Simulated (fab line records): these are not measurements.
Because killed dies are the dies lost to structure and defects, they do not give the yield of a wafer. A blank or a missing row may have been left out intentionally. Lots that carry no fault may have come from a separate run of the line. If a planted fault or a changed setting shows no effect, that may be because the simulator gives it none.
Chamber matching | flow nand-harc | 3 sister chambers for NHARC_A_STAIRCASE_DEP_151 on pecvd-03
The step deposits SiO2, target thk 7200 nm. 18 wafers are shown with their chamber, then 9 later ones without.

## WAFERS, EACH WITH ITS CHAMBER
wafer  | chamber | heater-power-w (W)
L075.1 | 1       | 748
L075.2 | 2       | 715
L075.5 | 1       | 653
L078.4 | 2       | 699
L078.5 | 0       | 652
L078.6 | 1       | 635
L080.2 | 1       | 782
L080.4 | 0       | 647
L080.5 | 1       | 644
L084.1 | 0       | 774
L084.2 | 1       | 777
L084.3 | 2       | 871
L085.1 | 0       | 757
L085.3 | 2       | 842
L085.6 | 0       | 667
L087.1 | 0       | 689
L087.2 | 1       | 777
L087.6 | 2       | 717

SIGNATURES, as means of the wafers listed above
reading        | chamber 0 | chamber 1 | chamber 2 | scatter within a chamber
heater-power-w | 697.67    | 716.57    | 768.80    | 68.2
Rule: a wafer's distance from a chamber is the root of the sum, over the readings, of the square of ((its reading less the chamber's mean) divided by the reading's scatter). If the next closest chamber is less than 2 further off than the closest, the wafer can't be placed; otherwise it belongs to the closest. The scatter: the root of (the sum of the squares of (reading less its chamber's mean) over the shown wafers, divided by (wafers less chambers)).

## WAFERS WITHOUT THEIR CHAMBER
wafer  | heater-power-w (W)
L091.2 | 703
L091.3 | 786
L091.6 | 647
L093.3 | 727
L093.5 | 662
L093.6 | 629
L094.1 | 774
L094.4 | 664
L094.5 | 641

## EACH ONE'S CHAMBER
wafer  | from the rows above          | in truth
L091.2 | can't be placed: 0 or 1 or 2 | 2
L091.3 | can't be placed: 2 or 1 or 0 | 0
L091.6 | can't be placed: 0 or 1 or 2 | 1
L093.3 | can't be placed: 1 or 0 or 2 | 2
L093.5 | can't be placed: 0 or 1 or 2 | 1
L093.6 | can't be placed: 0 or 1 or 2 | 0
L094.1 | can't be placed: 2 or 1 or 0 | 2
L094.4 | can't be placed: 0 or 1 or 2 | 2
L094.5 | can't be placed: 0 or 1 or 2 | 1
Correctly placed: 0 of 9. Unplaceable from these rows: 9, with the true chamber sitting among the candidates in 9. Wrongly placed: 0.
